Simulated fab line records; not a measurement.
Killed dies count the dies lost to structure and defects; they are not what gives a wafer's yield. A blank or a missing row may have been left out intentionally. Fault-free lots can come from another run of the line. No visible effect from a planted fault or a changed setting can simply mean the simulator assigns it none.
Chamber matching -- flow n5 finfet -- N5_BEOL_M11_CURE_72 on uv cure-02 has 3 sister chambers
The step cures SiCOH lowk, time 120 s. 6 wafers are shown with their chamber, then 7 later ones without.

== WAFERS, EACH WITH ITS CHAMBER ==
wafer,chamber,wafer_temp_C_max,lamp power pct (%)
L361.2,2,372.5,52.35
L361.5,2,372.5,52.33
L371.3,0,371.6,52.32
L371.5,0,371.4,52.38
L374.1,1,371.9,52.30
L374.4,1,371.7,52.26

== WAFERS MISSING THEIR CHAMBER ==
wafer,wafer_temp_C_max,lamp power pct (%)
L374.5,372.1,52.29
L375.1,372.2,52.28
L375.4,371.7,52.28
L375.6,371.6,52.25
L378.1,372.5,52.37
L378.4,371.9,52.41
L378.5,372.0,52.35

== WHICH CHAMBER EACH WENT THROUGH ==
wafer,from the rows above,in truth
L374.5,can't be placed: 1 or 2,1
L375.1,can't be placed: 2 or 1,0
L375.4,1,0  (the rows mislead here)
L375.6,can't be placed: 1 or 0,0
L378.1,2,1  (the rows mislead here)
L378.4,can't be placed: 0 or 1 or 2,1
L378.5,can't be placed: 1 or 0 or 2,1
0 of 7 placed correctly. Unplaceable from these rows: 5, with the true chamber sitting among the candidates in 4. Placed wrongly: 2.
How it was worked out, from the rows above alone: a wafer's distance from a chamber is the root of the sum, over the readings, of the square of ((its reading less the chamber's mean) divided by the reading's scatter). The wafer belongs to the nearest chamber; if the next one is less than 2 further off, it can't be placed. Each chamber's mean is taken over the wafers shown for it. The scatter is the square root of a quotient: the sum, over the shown wafers, of each reading's squared deviation from its chamber's mean, divided by wafers minus chambers.
